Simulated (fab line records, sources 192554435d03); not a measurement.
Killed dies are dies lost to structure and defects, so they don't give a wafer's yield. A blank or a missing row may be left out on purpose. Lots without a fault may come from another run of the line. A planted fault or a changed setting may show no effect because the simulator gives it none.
fab line records | flow n5_finfet
record lots=24 wafers=72 last_day=18
route steps=1938 shown BEOL_M6@1249 BEOL_M7@1285
lots that met no fault: from a run of the same line without faults
start_h: hours from the record's first day to the start of the lot's first wafer shown | wait_h: hours since the lot's step before | " the same as in the row above | L1.1+2: a row that stands for several wafers | - no value, or no start given | * or withheld: withheld | < > ~ a bound
route shown NAME@n: a module of which the file shows steps, and the number in the route of the first | usual: mean/standard deviation of fault-free wafers | same: alike in all rows | chamber/n: place in a boat | sites: the reading at each site | _std_site: their standard deviation | _edge_site: outer sites' mean less inner sites' | radius_mm: how far each site lies from the wafer's centre | mask NAME#n: copy n | behind: the tool/chamber that last shaped the wafer | hold: why the lot was held/for how many hours/how that ended | device: the transistor (n, p or np) that didn't switch | end of line: the same wafers' tests at the end of the route | a step without rows: its recipe alone | killed: dies lost to structure and defects at the first sort, not the wafer's yield | map: a wafer's dies, x killed, . not, _ none there
set.NAME: the setting as run; set.NAME@STEP: as run at that earlier step | model.NAME: the simulator's own value behind a step, which no gauge read
steps of the route over a sample of lots; a table a step, a row a wafer
services: from which hour (start_h, from the record's first day; less than 0 if before it) a tool's chamber was out of use, for how many hours, and why
## steps
# step N5_BEOL_M6_DEGAS_44
# recipe ambient=vacuum temp_c=250 time_s=60
# usual heater_power_w=327/35
# columns lot.wafer tool chamber start_h wait_h heater_power_w
L075.1 pvd_sputter-01 - 184.54 2.7 350
L075.3 " - " " 283
L075.5 " - " " 358
L074.2 pvd_sputter-01 - 186.00 1.0 280
L074.3 " - " " 343
L074.6 " - " " 277
L076.2 pvd_sputter-01 - 189.36 0.2 272
L076.5 " - " " 342
L076.6 " - " " 281
L078.2 pvd_sputter-01 - 204.60 0.3 276
L078.3 " - " " 271
L078.6 " - " " 340
L077.2 pvd_sputter-03 - 204.70 0.4 371
L077.3 " - " " 298
L077.6 " - " " 301
L079.1 pvd_sputter-03 - 217.63 0.6 356
L079.2 " - " " 377
L079.5 " - " " 300
L080.1 pvd_sputter-02 - 223.44 0.8 400
L080.4 " - " " 317
L080.5 " - " " 322
L082.1 pvd_sputter-01 - 233.12 1.4 343
L082.2 " - " " 284
L082.4 " - " " 272
L081.3 pvd_sputter-01 - 233.28 1.1 282
L081.4 " - " " 281
L081.6 " - " " 340
L084.3 pvd_sputter-03 - 242.03 0.3 314
L084.4 " - " " 300
L084.6 " - " " 311
L083.1 pvd_sputter-02 - 242.46 0.6 395
L083.3 " - " " 316
L083.5 " - " " 313
L085.3 pvd_sputter-02 - 245.98 0.4 317
L085.5 " - " " 393
L085.6 " - " " 325
L087.3 pvd_sputter-02 - 268.21 0.6 321
L087.4 " - " " 390
L087.5 " - " " 408
L088.1 pvd_sputter-01 - 275.40 0.5 347
L088.3 " - " " 279
L088.4 " - " " 346
L086.1 pvd_sputter-02 - 275.43 0.5 318
L086.3 " - " " 391
L086.4 " - " " 315
L089.2 pvd_sputter-03 - 296.22 0.8 321
L089.4 " - " " 365
L089.5 " - " " 364
L090.1 pvd_sputter-01 - 297.47 0.3 350
L090.3 " - " " 278
L090.5 " - " " 280
L093.2 pvd_sputter-01 - 297.98 0.2 281
L093.4 " - " " 349
L093.6 " - " " 272
L091.3 pvd_sputter-01 - 302.24 0.6 277
L091.5 " - " " 345
L091.6 " - " " 277
L092.1 pvd_sputter-02 - 306.60 0.3 324
L092.2 " - " " 323
L092.3 " - " " 390
L095.1 pvd_sputter-02 - 320.57 0.5 391
L095.3 " - " " 322
L095.6 " - " " 332
L094.3 pvd_sputter-03 - 328.53 2.0 304
L094.5 " - " " 300
L094.6 " - " " 362
L097.1 pvd_sputter-01 - 335.11 0.9 286
L097.3 " - " " 282
L097.6 " - " " 278
L096.1 pvd_sputter-03 - 340.80 0.4 367
L096.4 " - " " 312
L096.5 " - " " 367
# step N5_BEOL_M6_PRE_CLEAN_45
# recipe gas=H2/He time_s=30 temp_c=250
# usual heater_power_w=326/35
# columns lot.wafer tool chamber start_h wait_h heater_power_w
L075.1 pvd_sputter-01 - 184.58 0.0 344
L075.3 " - " " 280
L075.5 " - " " 347
L074.2 pvd_sputter-01 - 186.04 0.0 283
L074.3 " - " " 345
L074.6 " - " " 281
L076.2 pvd_sputter-01 - 189.40 0.0 280
L076.5 " - " " 350
L076.6 " - " " 279
L078.2 pvd_sputter-01 - 204.64 0.0 278
L078.3 " - " " 278
L078.6 " - " " 346
L077.2 pvd_sputter-03 - 204.74 0.0 376
L077.3 " - " " 302
L077.6 " - " " 310
L079.1 pvd_sputter-03 - 217.67 0.0 342
L079.2 " - " " 363
L079.5 " - " " 297
L080.1 pvd_sputter-02 - 223.48 0.0 394
L080.4 " - " " 317
L080.5 " - " " 328
L082.1 pvd_sputter-01 - 233.16 0.0 347
L082.2 " - " " 282
L082.4 " - " " 273
L081.3 pvd_sputter-01 - 233.32 0.0 277
L081.4 " - " " 271
L081.6 " - " " 344
L084.3 pvd_sputter-03 - 242.07 0.0 322
L084.4 " - " " 298
L084.6 " - " " 317
L083.1 pvd_sputter-02 - 242.50 0.0 395
L083.3 " - " " 319
L083.5 " - " " 321
L085.3 pvd_sputter-02 - 246.02 0.0 312
L085.5 " - " " 394
L085.6 " - " " 324
L087.3 pvd_sputter-02 - 268.25 0.0 320
L087.4 " - " " 392
L087.5 " - " " 393
L088.1 pvd_sputter-01 - 275.44 0.0 342
L088.3 " - " " 278
L088.4 " - " " 349
L086.1 pvd_sputter-02 - 275.47 0.0 318
L086.3 " - " " 390
L086.4 " - " " 328
L089.2 pvd_sputter-03 - 296.26 0.0 319
L089.4 " - " " 363
L089.5 " - " " 366
L090.1 pvd_sputter-01 - 297.51 0.0 340
L090.3 " - " " 283
L090.5 " - " " 273
L093.2 pvd_sputter-01 - 298.02 0.0 285
L093.4 " - " " 339
L093.6 " - " " 277
L091.3 pvd_sputter-01 - 302.28 0.0 282
L091.5 " - " " 344
L091.6 " - " " 274
L092.1 pvd_sputter-02 - 306.64 0.0 314
L092.2 " - " " 322
L092.3 " - " " 393
L095.1 pvd_sputter-02 - 320.61 0.0 398
L095.3 " - " " 318
L095.6 " - " " 311
L094.3 pvd_sputter-03 - 328.57 0.0 306
L094.5 " - " " 295
L094.6 " - " " 368
L097.1 pvd_sputter-01 - 335.15 0.0 277
L097.3 " - " " 274
L097.6 " - " " 271
L096.1 pvd_sputter-03 - 340.84 0.0 371
L096.4 " - " " 315
L096.5 " - " " 355
# step N5_BEOL_M7_STRIP_19
# recipe chemistry=O2 power_w=400 temp_c=40 pressure_mtorr=30 rf_frequency_hz=6e+07 bias_power_w=0 overash_fraction=0.2 o2_flow_sccm=225
# usual drypump_motor_current_A=5.9/0.55 oes_product_au=0.80/0.11 rf_vpp_V=3.6/0.6 showerhead_plenum_p_Torr=2.11/0.055 throttle_valve_pct=16.70/0.27
# same bias_power_w=0
# columns lot.wafer tool chamber start_h wait_h drypump_motor_current_A oes_product_au rf_hours_counter_h rf_vpp_V showerhead_plenum_p_Torr throttle_valve_pct
L075.1 rie_diel-01 3 189.60 0.1 5.9 0.74 192 3.0 2.02 16.91
L075.3 " 2 " " 6.0 0.80 91 3.6 2.10 16.54
L075.5 " 3 " " 5.9 0.73 - 3.9 2.02 16.91
L074.2 rie_diel-03 2 192.07 0.2 6.6 0.68 241 4.0 2.08 17.02
L074.3 " 3 " " 5.4 0.71 212 4.0 2.19 17.02
L074.6 " 1 " " 5.7 0.91 - 3.8 2.14 16.41
L076.2 rie_diel-03 3 195.61 0.1 5.4 0.70 214 3.6 2.19 17.03
L076.5 " 3 " " 5.4 0.70 - 3.5 2.19 17.01
L076.6 " 2 " " 6.6 0.68 - 3.3 2.08 17.00
L078.2 rie_diel-03 3 209.38 0.1 5.4 0.70 219 4.5 2.18 17.03
L078.3 " 2 " " 6.6 0.67 248 3.0 2.07 16.99
L078.6 " 3 " " 5.4 0.70 - 3.5 2.18 17.03
L077.2 rie_diel-03 3 209.55 0.1 5.4 0.70 219 3.4 2.18 17.03
L077.3 " 1 " " 5.7 0.90 32 4.3 2.14 16.44
L077.6 " 3 " " 5.4 0.70 - 3.4 2.18 17.03
L079.1 rie_diel-01 0 224.14 0.3 5.2 0.75 164 3.6 2.09 16.96
L079.2 " 2 " " 6.0 0.78 101 4.1 2.09 16.56
L079.5 " 0 " " 5.2 0.75 - 3.7 2.09 16.98
L080.1 rie_diel-03 0 227.95 0.2 6.5 0.96 9 3.1 2.16 16.26
L080.4 " 1 " " 5.6 0.88 - 3.3 2.14 16.46
L080.5 " 3 " " 5.4 0.69 - 3.7 2.18 17.04
L082.1 rie_diel-03 2 237.51 0.1 6.6 0.99 0 3.0 2.07 16.54
L082.2 " 0 " " 6.5 0.95 13 2.5 2.16 16.29
L082.4 " 1 " " 5.7 0.88 43 3.6 2.14 16.46
L081.3 rie_diel-03 1 237.96 0.1 5.7 0.88 43 3.6 2.14 16.46
L081.4 " 2 " " 6.6 0.99 0 3.2 2.07 16.57
L081.6 " 3 " " 5.4 0.69 - 3.9 2.18 17.05
L084.3 rie_diel-01 1 247.23 0.1 4.8 0.69 215 3.6 2.15 16.65
L084.4 " 3 " " 5.9 0.72 - 4.5 2.01 16.95
L084.6 " 2 " " 6.0 0.78 - 4.0 2.09 16.58
L083.1 rie_diel-03 3 247.88 0.2 5.4 0.69 233 4.3 2.18 17.06
L083.3 " 1 " " 5.7 0.87 45 3.6 2.14 16.47
L083.5 " 2 " " 6.6 0.96 - 4.0 2.07 16.57
L085.3 rie_diel-03 0 250.65 0.1 6.5 0.94 17 3.9 2.16 16.30
L085.5 " 1 " " 5.7 0.87 - 3.4 2.14 16.48
L085.6 " 2 " " 6.6 0.95 - 3.0 2.07 16.55
L087.3 rie_diel-03 3 273.03 0.1 5.4 0.68 240 3.2 2.18 17.07
L087.4 " 0 " " 6.5 0.94 23 3.5 2.15 16.32
L087.5 " 3 " " 5.4 0.69 - 2.9 2.18 17.06
L088.1 rie_diel-01 3 279.75 0.2 5.9 0.72 219 3.0 2.01 16.96
L088.3 " 0 " " 5.2 0.75 176 3.9 2.09 17.00
L088.4 " 2 " " 6.0 0.76 118 3.3 2.09 16.61
L086.1 rie_diel-01 3 280.02 0.2 5.9 0.72 219 3.2 2.01 16.95
L086.3 " 2 " " 6.0 0.76 118 3.4 2.09 16.60
L086.4 " 1 " " 4.9 0.69 225 3.4 2.14 16.66
L089.2 rie_diel-03 3 300.92 0.1 5.4 0.67 249 3.3 2.17 17.08
L089.4 " 2 " " 6.6 0.91 17 3.0 2.07 16.59
L089.5 " 0 " " 6.5 0.91 - 3.5 2.15 16.34
L090.1 rie_diel-03 0 302.34 0.2 6.5 0.92 31 2.9 2.15 16.33
L090.3 " 2 " " 6.6 0.91 17 2.4 2.07 16.57
L090.5 " 3 " " 5.4 0.68 - 3.9 2.17 17.05
L093.2 rie_diel-01 0 302.90 0.2 5.2 0.74 181 3.9 2.09 17.00
L093.4 " 3 " " 5.9 0.72 223 3.0 2.01 16.96
L093.6 " 0 " " 5.2 0.73 - 2.7 2.09 17.01
L091.3 rie_diel-03 2 307.04 0.1 6.6 0.90 20 2.5 2.07 16.60
L091.5 " 2 " " 6.6 0.90 - 3.9 2.07 16.60
L091.6 " 1 " " 5.7 0.85 - 3.3 2.13 16.51
L092.1 rie_diel-03 0 313.34 0.1 6.5 0.91 36 3.4 2.15 16.32
L092.2 " 2 " " 6.6 0.90 21 4.1 2.06 16.61
L092.3 " 1 " " 5.7 0.86 65 2.7 2.13 16.49
L095.1 rie_diel-06 2 325.81 0.4 5.0 0.85 77 2.9 2.04 16.25
L095.3 " 0 " " 6.3 0.72 211 3.4 1.99 16.94
L095.6 " 2 " " 5.0 0.83 - 3.0 2.04 16.28
L094.3 rie_diel-03 2 334.39 0.1 6.6 0.88 29 5.3 2.06 16.64
L094.5 " 1 " " 5.7 0.84 - 3.1 2.13 16.52
L094.6 " 2 " " 6.6 0.89 - 4.0 2.06 16.62
L097.1 rie_diel-01 1 340.20 0.1 4.8 0.67 242 4.0 2.14 16.68
L097.3 " 3 " " 5.9 0.71 230 2.6 2.00 16.98
L097.6 " 0 " " 5.2 0.73 - 3.7 2.08 17.05
L096.1 rie_diel-01 3 346.34 0.1 5.9 0.71 232 3.5 2.00 16.97
L096.4 " 0 " " 5.2 0.73 196 3.4 2.08 17.03
L096.5 " 3 " " 5.9 0.71 - 3.5 2.00 16.98
# step N5_BEOL_M7_OVL_MEAS_29
# recipe points_per_wafer=522
# usual V6_OVL=-0.3/0.66
# columns lot.wafer tool chamber start_h wait_h V6_OVL[nm]
L075.1 overlay-01 0 190.68 0.0 -0.2
L075.3 " 0 " " 0.0
L075.5 " 0 " " -0.7
L074.2 overlay-01 0 193.81 0.0 -1.1
L074.3 " 0 " " -0.9
L074.6 " 0 " " -0.6
L076.2 overlay-01 0 200.45 0.0 -0.2
L076.5 " 0 " " -0.4
L076.6 " 0 " " -0.4
L077.2 overlay-02 0 210.92 0.0 0.2
L077.3 " 0 " " 0.6
L077.6 " 0 " " 0.5
L078.2 overlay-02 0 211.11 0.0 -1.7
L078.3 " 0 " " -0.4
L078.6 " 0 " " -0.9
L079.1 overlay-01 0 226.29 0.0 -0.4
L079.2 " 0 " " -0.4
L079.5 " 0 " " -0.4
L080.1 overlay-02 0 233.02 0.0 0.5
L080.4 " 0 " " -0.1
L080.5 " 0 " " 0.0
L082.1 overlay-02 0 240.58 0.0 -0.3
L082.2 " 0 " " -0.6
L082.4 " 0 " " 0.1
L081.3 overlay-02 0 240.74 0.0 0.4
L081.4 " 0 " " 0.7
L081.6 " 0 " " 0.1
L084.3 overlay-01 0 248.78 0.0 0.4
L084.4 " 0 " " -1.0
L084.6 " 0 " " -1.2
L083.1 overlay-01 0 248.86 0.0 1.1
L083.3 " 0 " " 0.0
L083.5 " 0 " " -0.2
L085.3 overlay-02 0 251.12 0.0 -0.6
L085.5 " 0 " " -0.2
L085.6 " 0 " " -0.2
L087.3 overlay-01 0 273.80 0.0 0.0
L087.4 " 0 " " -0.2
L087.5 " 0 " " -0.6
L088.1 overlay-02 0 280.70 0.0 -2.0
L088.3 " 0 " " -1.1
L088.4 " 0 " " -0.5
L086.1 overlay-01 0 280.85 0.0 -0.1
L086.3 " 0 " " 0.6
L086.4 " 0 " " -0.2
L089.2 overlay-02 0 301.42 0.0 0.3
L089.4 " 0 " " -0.7
L089.5 " 0 " " -0.3
L090.1 overlay-02 0 302.77 0.0 -1.2
L090.3 " 0 " " -0.9
L090.5 " 0 " " -0.8
L093.2 overlay-02 0 303.31 0.0 -0.1
L093.4 " 0 " " 0.2
L093.6 " 0 " " 0.0
L091.3 overlay-02 0 308.27 0.0 -0.2
L091.5 " 0 " " -1.4
L091.6 " 0 " " 0.0
L092.1 overlay-02 0 314.40 0.0 -0.1
L092.2 " 0 " " -0.6
L092.3 " 0 " " -0.4
L095.1 overlay-02 0 329.48 0.0 0.2
L095.3 " 0 " " 0.2
L095.6 " 0 " " -0.4
L094.3 overlay-02 0 335.30 0.0 -0.4
L094.5 " 0 " " -0.8
L094.6 " 0 " " 0.1
L097.1 overlay-01 0 341.74 0.0 1.3
L097.3 " 0 " " 1.6
L097.6 " 0 " " 1.4
L096.1 overlay-01 0 348.30 0.0 0.4
L096.4 " 0 " " 1.0
L096.5 " 0 " " 0.0
# step N5_BEOL_M7_ETCH_72
# recipe chemistry=N2/H2 target=underlayer target_depth_a=65 mask_material=CAR-EUV time_s=5.2 ion_energy_ev=200 pressure_mtorr=30 source_w=840 bias_w=150 n2_flow_sccm=200 h2_flow_sccm=200 ends=cleared
# usual drypump_motor_current_A=5.7/0.58 etch_rf_on_time_s=5.18/0.12 oes_product_au=0.68/0.08 rf_vpp_V=524.0/2.2 showerhead_plenum_p_Torr=2.55/0.074 throttle_valve_pct=17.83/0.21
# columns lot.wafer tool chamber start_h wait_h drypump_motor_current_A etch_rf_on_time_s oes_product_au rf_hours_counter_h rf_vpp_V showerhead_plenum_p_Torr throttle_valve_pct
L075.1 rie_diel-06 3 190.81 0.0 5.7 5.11 0.68 107 525.1 2.66 17.69
L075.3 " 2 " " 4.9 5.21 0.75 35 523.7 2.49 17.43
L075.5 " 3 " " 5.7 5.13 0.69 - 527.0 2.66 17.71
L074.2 rie_diel-03 3 193.93 0.0 5.4 5.14 0.59 213 527.1 2.63 18.09
L074.3 " 1 " " 5.7 5.31 0.75 26 524.2 2.60 17.70
L074.6 " 3 " " 5.4 5.15 0.59 - 524.6 2.63 18.09
L076.2 rie_diel-06 3 200.57 0.0 5.7 5.21 0.68 109 526.9 2.66 17.67
L076.5 " 1 " " 5.1 5.30 0.60 - 521.9 2.50 17.76
L076.6 " 2 " " 5.0 5.16 0.75 - 523.8 2.49 17.44
L077.2 rie_diel-03 1 211.04 0.0 5.7 5.27 0.77 32 524.4 2.60 17.71
L077.3 " 0 " " 6.5 5.06 0.86 2 527.7 2.62 17.60
L077.6 " 0 " " 6.5 5.05 0.85 - 525.5 2.62 17.63
L078.2 rie_diel-03 1 211.44 0.0 5.7 5.39 0.76 32 523.9 2.60 17.68
L078.3 " 2 " " 6.6 5.26 0.57 248 524.3 2.49 17.96
L078.6 " 3 " " 5.4 5.28 0.60 - 525.5 2.62 18.10
L079.1 rie_diel-01 0 226.41 0.0 5.2 5.04 0.65 165 523.8 2.53 18.15
L079.2 " 3 " " 5.9 5.53 0.61 202 519.1 2.43 18.10
L079.5 " 2 " " 6.0 5.00 0.69 - 523.8 2.55 17.85
L080.1 rie_diel-01 0 233.66 0.0 5.2 4.99 0.65 167 523.1 2.53 18.12
L080.4 " 2 " " 6.0 4.99 0.68 104 525.0 2.55 17.83
L080.5 " 2 " " 6.0 5.07 0.67 - 524.9 2.55 17.85
L082.1 rie_diel-03 2 240.71 0.0 6.6 5.01 0.83 1 522.9 2.49 17.55
L082.2 " 1 " " 5.7 5.31 0.73 44 525.5 2.59 17.70
L082.4 " 3 " " 5.4 5.15 0.58 231 526.2 2.62 18.12
L081.3 rie_diel-01 3 241.04 0.0 5.9 5.47 0.61 207 522.3 2.43 18.11
L081.4 " 2 " " 6.0 5.08 0.67 106 525.0 2.55 17.84
L081.6 " 2 " " 6.0 5.06 0.69 - 525.8 2.55 17.85
L084.3 rie_diel-06 2 249.02 0.0 5.0 5.16 0.74 52 521.2 2.49 17.48
L084.4 " 3 " " 5.8 5.14 0.67 123 525.7 2.65 17.73
L084.6 " 2 " " 5.0 5.14 0.73 - 521.3 2.49 17.49
L083.1 rie_diel-03 2 249.41 0.0 6.6 5.07 0.81 3 525.0 2.49 17.55
L083.3 " 1 " " 5.7 5.35 0.73 46 523.2 2.59 17.69
L083.5 " 1 " " 5.6 5.42 0.72 - 523.3 2.59 17.66
L085.3 rie_diel-03 0 251.24 0.0 6.5 5.04 0.82 17 527.2 2.61 17.64
L085.5 " 3 " " 5.4 5.15 0.58 - 525.3 2.62 18.13
L085.6 " 0 " " 6.5 5.06 0.82 - 525.5 2.61 17.64
L087.3 rie_diel-03 2 273.91 0.0 6.6 4.99 0.79 9 521.8 2.49 17.55
L087.4 " 1 " " 5.7 5.30 0.73 53 524.5 2.59 17.70
L087.5 " 3 " " 5.4 5.18 0.58 - 525.4 2.61 18.14
L088.1 rie_diel-01 3 280.83 0.0 5.9 5.38 0.60 219 518.5 2.43 18.14
L088.3 " 1 " " 4.9 5.27 0.59 225 526.2 2.62 17.86
L088.4 " 2 " " 6.0 5.05 0.67 119 524.1 2.54 17.87
L086.1 rie_diel-06 3 280.98 0.0 5.7 5.17 0.65 132 525.0 2.65 17.76
L086.3 " 1 " " 5.1 5.25 0.59 244 524.9 2.49 17.79
L086.4 " 2 " " 5.0 5.21 0.72 62 522.4 2.48 17.49
L089.2 rie_diel-06 0 301.57 0.0 6.2 5.33 0.62 201 518.0 2.40 18.01
L089.4 " 2 " " 4.9 5.22 0.72 67 520.5 2.48 17.50
L089.5 " 3 " " 5.7 5.15 0.65 - 527.8 2.64 17.76
L090.1 rie_diel-01 3 303.08 0.0 6.0 5.45 0.61 223 520.2 2.43 18.14
L090.3 " 1 " " 4.9 5.20 0.59 229 526.5 2.61 17.86
L090.5 " 1 " " 4.9 5.27 0.58 - 525.6 2.61 17.88
L093.2 rie_diel-03 2 303.45 0.0 6.6 5.01 0.78 18 523.3 2.49 17.59
L093.4 " 1 " " 5.7 5.37 0.71 61 524.2 2.59 17.74
L093.6 " 0 " " 6.5 5.12 0.78 - 525.3 2.61 17.65
L091.3 rie_diel-01 1 308.39 0.0 4.9 5.19 0.58 231 525.7 2.61 17.86
L091.5 " 2 " " 6.0 4.97 0.66 - 524.0 2.54 17.90
L091.6 " 0 " " 5.2 4.95 0.64 - 524.8 2.53 18.17
L092.1 rie_diel-06 3 314.53 0.0 5.7 5.21 0.65 143 527.3 2.64 17.78
L092.2 " 0 " " 6.2 5.30 0.61 206 520.1 2.40 18.01
L092.3 " 2 " " 4.9 5.20 0.71 72 523.4 2.48 17.49
L095.1 rie_diel-06 3 330.01 0.0 5.8 5.10 0.65 149 528.4 2.64 17.75
L095.3 " 2 " " 5.0 5.14 0.72 78 522.4 2.48 17.52
L095.6 " 2 " " 5.0 5.15 0.72 - 523.6 2.47 17.51
L094.3 rie_diel-03 0 335.74 0.0 6.5 5.20 0.75 44 524.6 2.60 17.69
L094.5 " 0 " " 6.5 5.19 0.76 - 524.8 2.60 17.70
L094.6 " 3 " " 5.4 5.22 0.80 - 524.9 2.61 17.76
L097.1 rie_diel-01 3 342.19 0.0 5.9 5.45 0.59 231 521.4 2.42 18.13
L097.3 " 0 " " 5.2 5.03 0.63 194 522.8 2.52 18.16
L097.6 " 2 " " 6.0 5.06 0.66 - 521.4 2.54 17.91
L096.1 rie_diel-03 2 348.43 0.0 6.6 4.96 0.77 32 523.2 2.48 17.60
L096.4 " 3 " " 5.4 5.12 0.81 8 525.9 2.61 17.77
L096.5 " 1 " " 5.7 5.31 0.71 - 525.8 2.58 17.73
# step N5_BEOL_M7_STRIP_36
# recipe chemistry=N2/H2 power_w=450 temp_c=40 pressure_mtorr=20 rf_frequency_hz=6e+07 overash_fraction=0.3 bias_power_w=7 h2_frac=0.5 n2_flow_sccm=200 h2_flow_sccm=200
# usual bias_power_w=6.999/0.021 drypump_motor_current_A=5.7/0.58 oes_product_au=0.79/0.096 rf_vpp_V=59.3/1.5 showerhead_plenum_p_Torr=2.55/0.074 throttle_valve_pct=23.60/0.22
# columns lot.wafer tool chamber start_h wait_h bias_power_w drypump_motor_current_A oes_product_au rf_hours_counter_h rf_vpp_V showerhead_plenum_p_Torr throttle_valve_pct
L075.1 rie_diel-06 3 191.01 0.0 7.004 5.7 0.79 107 62.7 2.65 23.35
L075.3 " 2 " " 7.028 5.0 0.90 35 59.5 2.49 23.28
L075.5 " 3 " " 7.017 5.7 0.81 - 59.2 2.65 23.35
L074.2 rie_diel-03 3 194.13 0.0 7.018 5.4 0.70 213 59.4 2.62 23.72
L074.3 " 1 " " 7.009 5.7 0.91 26 61.1 2.59 23.50
L074.6 " 3 " " 7.012 5.4 0.71 - 59.5 2.62 23.73
L076.2 rie_diel-06 3 200.76 0.0 6.997 5.7 0.79 109 60.0 2.65 23.33
L076.5 " 1 " " 7.022 5.1 0.71 - 57.5 2.50 23.34
L076.6 " 2 " " 6.988 5.0 0.91 - 61.9 2.49 23.27
L077.2 rie_diel-03 1 211.24 0.0 7.017 5.7 0.90 32 61.3 2.59 23.54
L077.3 " 0 " " 7.008 6.5 1.00 2 58.6 2.62 23.61
L077.6 " 0 " " 7.026 6.5 1.02 - 60.1 2.61 23.61
L078.2 rie_diel-03 1 211.64 0.0 6.981 5.7 0.89 32 59.3 2.59 23.52
L078.3 " 2 " " 7.011 6.6 0.67 248 60.9 2.49 23.55
L078.6 " 3 " " 7.011 5.5 0.69 - 56.7 2.62 23.78
L079.1 rie_diel-01 0 226.61 0.0 6.976 5.2 0.75 165 58.3 2.53 23.97
L079.2 " 3 " " 6.971 5.9 0.73 202 60.4 2.43 23.99
L079.5 " 2 " " 6.970 6.0 0.77 - 60.4 2.55 23.70
L080.1 rie_diel-01 0 233.86 0.0 6.984 5.2 0.75 167 56.8 2.53 23.95
L080.4 " 2 " " 7.021 6.0 0.78 104 58.3 2.55 23.66
L080.5 " 2 " " 7.002 6.0 0.78 - 58.3 2.55 23.67
L082.1 rie_diel-03 2 240.91 0.0 6.988 6.6 0.97 1 57.1 2.49 23.22
L082.2 " 1 " " 6.988 5.7 0.89 44 60.9 2.59 23.55
L082.4 " 3 " " 7.016 5.4 0.69 231 61.7 2.62 23.77
L081.3 rie_diel-01 3 241.23 0.0 6.972 5.9 0.73 207 59.6 2.43 23.98
L081.4 " 2 " " 7.021 6.0 0.77 106 60.1 2.54 23.68
L081.6 " 2 " " 6.985 6.0 0.78 - 60.3 2.54 23.70
L084.3 rie_diel-06 2 249.22 0.0 7.040 5.0 0.88 52 61.9 2.48 23.30
L084.4 " 3 " " 6.963 5.8 0.77 123 56.7 2.65 23.39
L084.6 " 2 " " 7.022 4.9 0.88 - 60.1 2.48 23.31
L083.1 rie_diel-03 2 249.61 0.0 7.019 6.6 0.95 3 60.9 2.49 23.23
L083.3 " 1 " " 7.003 5.7 0.86 46 57.8 2.59 23.56
L083.5 " 1 " " 6.983 5.7 0.87 - 57.6 2.59 23.54
L085.3 rie_diel-03 0 251.44 0.0 7.002 6.5 0.95 17 60.4 2.61 23.64
L085.5 " 3 " " 7.022 5.4 0.69 - 59.7 2.61 23.79
L085.6 " 0 " " 7.015 6.5 0.94 - 58.1 2.61 23.63
L087.3 rie_diel-03 2 274.11 0.0 7.020 6.6 0.92 9 57.1 2.48 23.22
L087.4 " 1 " " 6.946 5.7 0.85 53 60.5 2.58 23.59
L087.5 " 3 " " 6.998 5.4 0.68 - 60.6 2.61 23.78
L088.1 rie_diel-01 3 281.03 0.0 7.003 5.9 0.72 219 61.1 2.42 24.00
L088.3 " 1 " " 7.036 4.9 0.67 225 60.9 2.61 23.59
L088.4 " 2 " " 6.971 6.0 0.77 119 57.9 2.54 23.70
L086.1 rie_diel-06 3 281.17 0.0 7.000 5.7 0.77 132 59.2 2.64 23.38
L086.3 " 1 " " 7.008 5.1 0.69 244 58.4 2.49 23.35
L086.4 " 2 " " 6.947 5.0 0.86 62 59.9 2.48 23.26
L089.2 rie_diel-06 0 301.77 0.0 6.983 6.2 0.73 201 59.3 2.39 23.73
L089.4 " 2 " " 6.989 5.0 0.87 67 59.7 2.48 23.28
L089.5 " 3 " " 7.041 5.7 0.76 - 60.9 2.64 23.39
L090.1 rie_diel-01 3 303.27 0.0 6.994 5.9 0.72 224 58.6 2.42 24.03
L090.3 " 1 " " 6.963 4.9 0.69 229 58.9 2.61 23.57
L090.5 " 1 " " 7.010 4.9 0.68 - 56.1 2.61 23.58
L093.2 rie_diel-03 2 303.65 0.0 7.011 6.7 0.91 18 59.0 2.48 23.26
L093.4 " 1 " " 7.004 5.7 0.85 61 60.1 2.58 23.56
L093.6 " 0 " " 7.007 6.5 0.92 - 59.0 2.60 23.69
L091.3 rie_diel-01 1 308.58 0.0 6.973 4.8 0.69 232 60.4 2.61 23.58
L091.5 " 2 " " 7.011 6.0 0.76 - 60.0 2.54 23.68
L091.6 " 0 " " 7.036 5.2 0.73 - 59.5 2.52 24.01
L092.1 rie_diel-06 3 314.73 0.0 6.984 5.7 0.76 143 59.6 2.64 23.40
L092.2 " 0 " " 7.022 6.3 0.73 206 57.5 2.39 23.74
L092.3 " 2 " " 6.997 5.0 0.85 72 60.3 2.47 23.33
L095.1 rie_diel-06 3 330.21 0.0 7.001 5.8 0.75 149 60.5 2.64 23.41
L095.3 " 2 " " 6.984 5.0 0.84 79 59.9 2.47 23.34
L095.6 " 2 " " 7.013 5.0 0.85 - 59.5 2.47 23.33
L094.3 rie_diel-03 0 335.93 0.0 6.988 6.5 0.90 44 57.9 2.60 23.67
L094.5 " 0 " " 6.996 6.5 0.90 - 60.9 2.60 23.67
L094.6 " 3 " " 6.972 5.4 0.95 - 59.4 2.61 23.57
L097.1 rie_diel-01 3 342.39 0.0 6.972 5.9 0.71 231 56.0 2.42 24.02
L097.3 " 0 " " 6.992 5.2 0.74 194 58.3 2.52 24.00
L097.6 " 2 " " 6.995 6.0 0.77 - 60.7 2.53 23.71
L096.1 rie_diel-03 2 348.62 0.0 7.014 6.6 0.86 32 58.2 2.47 23.25
L096.4 " 3 " " 6.979 5.4 0.94 8 58.9 2.60 23.58
L096.5 " 1 " " 6.988 5.7 0.83 - 61.5 2.57 23.59
## services
# columns tool chamber start_h hours kind
rie_diel-03 0 178.59 - clean
rie_diel-03 0 178.59 - consumable_replace:focus_ring
rie_diel-03 0 178.59 26.3 scheduled_down
rie_diel-03 0 178.59 26.3 vent_cycle
rie_diel-06 0 213.00 3.4 repair
rie_diel-03 2 217.30 - clean
rie_diel-03 2 217.30 - consumable_replace:focus_ring
rie_diel-03 2 217.30 20.1 scheduled_down
rie_diel-03 2 217.30 20.1 vent_cycle
rie_diel-01 1 226.18 3.6 repair
rie_diel-01 0 241.59 12.8 repair
rie_diel-03 2 266.47 4.2 repair
rie_diel-06 1 290.13 8.6 repair
rie_diel-01 - 294.76 1.2 repair
rie_diel-03 3 303.82 - clean
rie_diel-03 3 303.82 - consumable_replace:focus_ring
rie_diel-03 3 303.82 16.7 scheduled_down
rie_diel-03 3 303.82 16.7 vent_cycle
rie_diel-06 1 312.47 - clean
rie_diel-06 1 312.47 - consumable_replace:focus_ring
rie_diel-06 1 312.47 21.9 scheduled_down
rie_diel-06 1 312.47 21.9 vent_cycle
pvd_sputter-01 - 336.32 11.7 repair
## key
fault none
